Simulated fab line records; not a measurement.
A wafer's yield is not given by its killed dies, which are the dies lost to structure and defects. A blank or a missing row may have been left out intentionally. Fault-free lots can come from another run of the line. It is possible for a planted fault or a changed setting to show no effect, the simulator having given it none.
Comparing a struck lot with a sound one + flow nandHarc + 14 out of 1302 route steps
Sound: wafers L509.1, L509.2, L509.4. Wafers L516.1, L516.2, L516.6 were the ones struck. Last of all comes the cause.
For every step that has rows: the tool of each side, followed by ch and its chambers, followed by its first start. Under that, the readings that differ: sound wafers + struck wafers + difference of the means + sigmas: that difference in standard deviations of wafers without a fault.
alike: same words and numbers on both sides, and readings whose means sit less than 2 such deviations apart. not compared: any withheld reading, any reading some wafer has no value for, any bound like >300 that may hide the same value, and any number with overlapping values for which the record gives no deviation.
Wherever a step has rows on one side only, a row that says differs or no value, or a row with sigmas, the two part there. Non-overlapping numbers with no deviation appear without sigmas and do not part them. A reading that every wafer of one side lacks parts them only if that side has two wafers or more.

first, 1 step without rows for these wafers: NHARC_P_M0_DEVELOP_08 (develop time 35 s).
NHARC_P_M0_CD_MEAS_09 targets a cd of 90 nm.
  sound on cdSem-03 ch 0, day 7 01:41; struck on cdSem-03 ch 0, day 9 20:25
  alike: cdNm
NHARC_P_M0_OVL_MEAS_10: pitch 180 nm.
  struck on overlay-02, day 9 20:31; sound on overlay-02, day 7 01:47
  alike: overlayXNm, overlayYNm
NHARC_P_M0_INSPECT_11:
  struck on defectInspect-02, day 9 20:33; sound on defectInspect-01, day 7 01:49
  alike: rawDefectCount
NHARC_P_M0_DESCUM_14: chemistry O2, time 3 s.
  sound on rieDiel-08 ch 1,2,3, day 7 01:54; struck on rieDiel-08 ch 2,3, day 9 20:37
  alike: drypumpMotorCurrentA, o2FlowSccm, oesProductAu, rfVppV, showerheadPlenumPTorr, throttleValvePct
  not compared: rfHoursCounterH
then, 1 step without rows for these wafers: NHARC_P_M0_ETCH_34 (etches the open film in N2/H2, target depth 40 nm, overetch 12 nm, time 43.94 s).
NHARC_P_M0_ETCH_15: etches the open film in C4F8/Ar, target depth 150 nm, overetch 15 nm, time 82.5 s.
  sound: rieDiel-08 ch 1,2,3; struck: rieDiel-08 ch 0,1,2
  alike: oesProductAu, rfVppV
  not compared: rfHoursCounterH
NHARC_P_M0_CD_MEAS_16:
  struck on cdSem-01, day 9 21:02; sound on cdSem-02, day 7 02:13
  alike: cdNm
NHARC_P_M0_STRIP_18: strips in N2/H2.
  sound on rieDiel-08 ch 1,2,3, day 7 02:17; struck on rieDiel-09 ch 1,3, day 9 21:07
| reading             | sound             | struck            | difference | sigmas |
|---------------------|-------------------|-------------------|------------|--------|
| oesProductAu (a.u.) | 0.997 0.986 0.999 | 1.015 1.025 1.002 | +0.020     | +2     |
  alike: drypumpMotorCurrentA, rfVppV, showerheadPlenumPTorr, throttleValvePct
  not compared: rfHoursCounterH
then, 1 step without rows for these wafers: NHARC_P_M0_STRIP_19 (strips in post etch residue remover, time 600 s).
NHARC_P_M0_DEGAS_28: time 60 s.
  struck on pvdSputter-02, day 9 21:40; sound on pvdSputter-02, day 7 02:50
| reading            | sound | struck               | difference                   | sigmas |
|--------------------|-------|----------------------|------------------------------|--------|
| susceptorTempC (C) | - - - | 250.01 250.17 250.01 | no value on the sound wafers |        |
  alike: heaterPowerW
then, 1 step without rows for these wafers: NHARC_P_M0_PRE_CLEAN_29 (time 30 s).
NHARC_P_M0_PVD_20: deposits TaN, target thk 5 nm, time 8.06 s.
  struck on pvdSputter-02, day 9 21:49; sound on pvdSputter-02, day 7 02:57
  no value came back on the struck wafers for biasV (V), cathodeDcPowerW (W), throttleValvePct (%); on the sound wafers biasV (V) reads 168.0 170.0 168.3
NHARC_P_M0_PVD_21: deposits Cu, target thk 30 nm, time 20.49 s.
  sound on pvdSputter-02; struck on pvdSputter-02
  alike: cathodeDcPowerW, chamberPressurePa, throttleValvePct

== WHERE THEY PART ==
Earliest at NHARC_P_M0_STRIP_18; latest, in this record, at NHARC_P_M0_PVD_20. Later steps at which nothing parts them and some readings are alike: NHARC_P_M0_PVD_21.

WHY: what the simulator had put in
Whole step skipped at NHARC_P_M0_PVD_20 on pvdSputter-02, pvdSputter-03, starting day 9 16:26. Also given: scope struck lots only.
